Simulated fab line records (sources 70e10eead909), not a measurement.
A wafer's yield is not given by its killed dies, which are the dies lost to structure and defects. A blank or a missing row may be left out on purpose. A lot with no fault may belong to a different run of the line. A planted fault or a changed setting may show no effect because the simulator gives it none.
A struck lot beside a sound one | flow nandHarc | 15 steps out of a route of 1302
Sound: wafers L209.2, L209.3, L209.6. Struck: wafer L226.1 (left out: L226.3, a lot-mate that was not struck); the cause follows at the end.
For every step that has rows: the tool of each side, followed by ch and its chambers, followed by its first start. Under that, the readings that differ: sound wafers | struck wafers | difference of the means | sigmas: that difference in standard deviations of wafers without a fault.
alike: readings with means less than 2 such deviations apart, plus words and numbers identical on both sides. not compared: withheld readings, readings lacking a value on some wafer, bounds such as >300 that could conceal the same value, and numbers that have no deviation in the record and whose values overlap.
The two part at a step that has a row with sigmas, a row that says differs or no value, or rows on one side only. Numbers that have no deviation but don't overlap get no sigmas and don't part them. Lack of a reading on every wafer of one side parts them only where that side has two or more wafers.

first, 1 step without rows for these wafers: NHARC_A_ONON_D1_DEP_12 (target thk 1000 nm).
NHARC_A_ONON_D1_THK_MEAS_14: measures by ellipsometry.
  struck on filmMetro-01, day 15 10:47; sound on filmMetro-02, day 7 21:38
reading    | sound       | struck | difference | sigmas
thkNm (nm) | 983 982 981 | 1011   | +29        | +3
then, 2 steps without rows for these wafers: NHARC_A_ONON_D1_ANNEAL_15 (time 3600 s); NHARC_A_ONON_D1_DEP_16 (target thk 1000 nm).
NHARC_A_ONON_D1_THK_MEAS_18: measures by ellipsometry.
  struck on filmMetro-02, day 15 18:36; sound on filmMetro-02, day 8 08:06
  alike: thkNm
then NHARC_A_ONON_D1_DEP_19 (target thk 1000 nm), 1 step lacking rows for these wafers.
NHARC_A_ONON_D1_THK_MEAS_21: measures by ellipsometry.
  struck on filmMetro-01, day 15 19:10; sound on filmMetro-01, day 8 08:40
  alike: thkNm
then NHARC_A_ONON_D1_DEP_22 (target thk 1000 nm), 1 step lacking rows for these wafers.
NHARC_A_ONON_D1_THK_MEAS_24: measures by ellipsometry.
  struck on filmMetro-01, day 15 19:46; sound on filmMetro-02, day 8 09:14
reading    | sound       | struck | difference | sigmas
thkNm (nm) | 980 979 979 | 1004   | +25        | +3
then NHARC_A_ONON_D1_DEP_25 (target thk 1000 nm), 1 step lacking rows for these wafers.
NHARC_A_ONON_D1_THK_MEAS_27: measures by ellipsometry.
  struck on filmMetro-02, day 15 20:20; sound on filmMetro-02, day 8 09:47
  alike: thkNm
NHARC_A_ONON_D1_DEP_28: target thk 1000 nm.
  sound on pecvdOnon-03 ch 0, day 8 09:54; struck on pecvdOnon-01 ch 0, day 15 20:23
NHARC_A_ONON_D1_THK_MEAS_30: measures by ellipsometry.
  struck on filmMetro-02, day 15 20:54; sound on filmMetro-02, day 8 10:22
reading    | sound          | struck | difference | sigmas
thkNm (nm) | 1009 1008 1009 | 940    | -69        | -9
NHARC_A_ONON_D1_DEP_33: deposits SiO2, target thk 200 nm.
  sound on pecvd-02 ch 0,1,2, day 8 10:25; struck on pecvd-02 ch 1, day 15 21:00
  alike: heaterPowerW, throttleValvePct
-- break in the record here, with 17 days between the starts of the struck wafers on either side (left off in module A_ONON_D1, picked up again in module END, where the first step shown is number 1302 on the route) --
NHARC_END_SORT_01:
  the record has rows for the struck wafers here (prober-01 ch 0, day 32 22:42) and none for the sound ones

## WHERE THEY PART
At NHARC_A_ONON_D1_THK_MEAS_14 first; at NHARC_END_SORT_01 last (within this record only).

WHY: whatever the simulator had introduced
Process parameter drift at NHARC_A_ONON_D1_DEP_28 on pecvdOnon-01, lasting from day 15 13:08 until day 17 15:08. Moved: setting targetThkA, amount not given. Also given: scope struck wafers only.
